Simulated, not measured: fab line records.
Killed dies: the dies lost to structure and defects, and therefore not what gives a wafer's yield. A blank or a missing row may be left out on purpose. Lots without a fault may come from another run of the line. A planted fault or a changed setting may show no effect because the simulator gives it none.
Matching of chambers + flow nand_harc + rie_diel-06 running NHARC_A_STAIRCASE_TRIM_12: 4 sister chambers
The step chemistry O2, time 211.2 s. 16 wafers are shown with their chamber, then 8 later ones without.

## WAFERS PAIRED WITH THEIR CHAMBERS
| wafer  | chamber | drypump_motor_current_A (A) | showerhead_plenum_p_Torr (Torr) | oes_product_au (a.u.) |
|--------|---------|-----------------------------|---------------------------------|-----------------------|
| L076.1 | 1       | 6.1                         | 3.43                            | 0.982                 |
| L076.4 | 3       | 6.1                         | 3.58                            | 1.012                 |
| L076.6 | 0       | 5.6                         | 3.31                            | 1.005                 |
| L078.2 | 3       | 6.1                         | 3.58                            | 1.003                 |
| L078.4 | 1       | 6.1                         | 3.43                            | 0.991                 |
| L078.6 | 2       | 5.0                         | 3.61                            | 1.000                 |
| L085.2 | 0       | 5.6                         | 3.30                            | 1.004                 |
| L085.4 | 1       | 6.0                         | 3.42                            | 0.991                 |
| L085.6 | 0       | 5.6                         | 3.30                            | 0.998                 |
| L090.1 | 2       | 5.0                         | 3.60                            | 1.011                 |
| L090.2 | 3       | 6.1                         | 3.57                            | 0.995                 |
| L090.5 | 3       | 6.1                         | 3.57                            | 1.003                 |
| L091.3 | 3       | 6.1                         | 3.57                            | 1.014                 |
| L091.4 | 1       | 6.0                         | 3.42                            | 0.996                 |
| L091.5 | 2       | 5.0                         | 3.60                            | 1.014                 |
| L092.3 | 3       | 6.1                         | 3.57                            | 1.010                 |

SIGNATURES (means of the wafers above)
| reading                  | chamber 0 | chamber 1 | chamber 2 | chamber 3 | scatter within a chamber |
|--------------------------|-----------|-----------|-----------|-----------|--------------------------|
| drypump_motor_current_A  | 5.600     | 6.050     | 5.000     | 6.100     | 0.0289                   |
| showerhead_plenum_p_Torr | 3.3033    | 3.4250    | 3.6033    | 3.5733    | 0.00553                  |
| oes_product_au           | 1.00233   | 0.99000   | 1.00833   | 1.00617   | 0.00642                  |
Rule: a wafer's distance from a chamber is the root of the sum, over the readings, of the square of ((its reading less the chamber's mean) divided by the reading's scatter). If the next closest chamber is less than 2 further off than the closest, the wafer can't be placed; otherwise it belongs to the closest. The scatter: take each reading less its chamber's mean, square it, sum over the shown wafers, divide by the number of wafers less the number of chambers, and take the root.

## WAFERS WITH NO CHAMBER GIVEN
| wafer  | drypump_motor_current_A (A) | showerhead_plenum_p_Torr (Torr) | oes_product_au (a.u.) |
|--------|-----------------------------|---------------------------------|-----------------------|
| L092.4 | 6.1                         | 3.57                            | 1.006                 |
| L092.6 | 5.0                         | 3.59                            | 1.003                 |
| L096.3 | 6.1                         | 3.41                            | 0.991                 |
| L096.4 | 6.1                         | 3.41                            | 0.991                 |
| L096.5 | 5.0                         | 3.59                            | 1.017                 |
| L097.3 | 6.0                         | 3.41                            | 1.004                 |
| L097.5 | 6.0                         | 3.41                            | 0.994                 |
| L097.6 | 6.1                         | 3.56                            | 1.013                 |

## WHICH CHAMBER EACH WENT THROUGH
| wafer  | from the rows above | in truth |
|--------|---------------------|----------|
| L092.4 | 3                   | 3        |
| L092.6 | 2                   | 2        |
| L096.3 | 1                   | 1        |
| L096.4 | 1                   | 1        |
| L096.5 | 2                   | 2        |
| L097.3 | 1                   | 1        |
| L097.5 | 1                   | 1        |
| L097.6 | 3                   | 3        |
8 of 8 placed correctly. Not placeable from these rows: 0. Placed wrongly: 0.
